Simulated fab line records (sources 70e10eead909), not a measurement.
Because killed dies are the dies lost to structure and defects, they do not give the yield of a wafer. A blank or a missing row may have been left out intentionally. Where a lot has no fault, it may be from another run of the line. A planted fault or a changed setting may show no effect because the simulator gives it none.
Problem report in the 8D (eight disciplines) form, filled by code    flow nand harc    the parts of the form that need people (team, actions taken, sign-off) are left out

== 1. THE ISSUE ==
run length s at NHARC_A_CONTACT_ETCH_96 reads a mean of 28.3 s on 2 wafers of 2 lots; wafers without a fault read 31.1 s with a standard deviation of 0.32. Measured from the usual mean, that is -8.8 standard deviations.
The step: etches the open film in C4F6/O2, target depth 20 nm, time 10 s.
First observed at day 18 06:40: wafer L330.6, on rie diel-10. The record holds 42 wafers of 14 lots with a number at this step. The rule behind "out" and "out of limits": a value lying over 4 standard deviations away from the usual mean. The rest of the wafers with a number are treated as sound.

== 2. WHAT IT IS; WHAT IT IS NOT ==
question                     is                 is not
which readings at this step  run length s       drypump motor current A, oes product au, rf vpp V, showerhead plenum p Torr, throttle valve pct
which lots                   L329, L330         L321, L322, L323, L324, L331, L336, L338, L340, L341, L342, L343, L344
which wafers of those lots   L329.6, L330.6     L329.2, L329.5, L330.1, L330.4
read on which tools          rie diel-10        rie diel-02, rie diel-09
when                         from day 18 06:40  up to then (14 sound wafers); but 26 sound wafers of L329, L331, L336, L338, L340, L341, L342, L343, L344 came after

== 3. THE SUSPECTS, EACH WITH WHAT RULES IT OUT ==
Counting: a tool at a process step up to the reading stays a suspect if it ran every lot that is out. Sound lots after the first of them don't rule it out here, since some wafers of a struck lot are sound.
- rie diel-10 at NHARC_A_CONTACT_ETCH_50 (etches the open film in CF4/CHF3, target depth 84.7 nm, time 42.4 s): kept. It ran every lot that is out, first L330 (day 18 05:59). NHARC_A_CONTACT_ETCH_50: start missing for some lots; hours and lot order therefore follow NHARC_A_CONTACT_ETCH_123.
- har cap etch-02 at NHARC_A_CONTACT_ETCH_123 (etches the open film in C4F8/O2/Ar, time 253 s, target depth 1090 nm): kept. Ran every lot that is out, first one L330 (day 18 05:59); last sound lot up to then L323 (day 16 18:29).
- rie diel-10 at NHARC_A_CONTACT_ETCH_96 (etches the open film in C4F6/O2, target depth 20 nm, time 10 s): kept. Ran every lot that is out, first one L330 (day 18 06:40); last sound lot up to then L323 (day 16 19:07). On those wafers its own readings are out: run length s.
- At NHARC_A_CONTACT_ETCH_96, inside rie diel-10: chamber 0 took the wafers that are out, while their sound lot-mates went through chambers 1, 3.
After the count, these remain: rie diel-10 at NHARC_A_CONTACT_ETCH_50, har cap etch-02 at NHARC_A_CONTACT_ETCH_123 and rie diel-10 at NHARC_A_CONTACT_ETCH_96.

== 4. THE CAUSE (what the simulator had put in) ==
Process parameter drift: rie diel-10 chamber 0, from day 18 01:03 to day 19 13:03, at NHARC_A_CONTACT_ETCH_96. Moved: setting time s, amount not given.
Counting left 3 suspects, and this tool is among them.

== 5. THE EFFECT CHAIN, in route order ==
Each row: a reading where the mean over the struck wafers with a number is more than 3 standard deviations away from the usual. Only readings whose record carries a usual standard deviation are examined. hours: median over the lots of the time between each lot's start at the first step of this table that gives one and its start at this step. sigmas: the change, counted in usual standard deviations.
hours  step                     reading       usual   on struck wafers  change  sigmas
0      NHARC_A_CONTACT_ETCH_96  run length s  31.1 s  28.3              -2.8    -8.8
Its process steps:
- NHARC_A_CONTACT_ETCH_96: etches the open film in C4F6/O2, target depth 20 nm, time 10 s.

== 6. HOW IT WOULD HAVE BEEN CAUGHT EARLIER ==
The fault began at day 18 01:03; the first out-of-limits reading in this record came at day 18 06:40, 6 hours later.
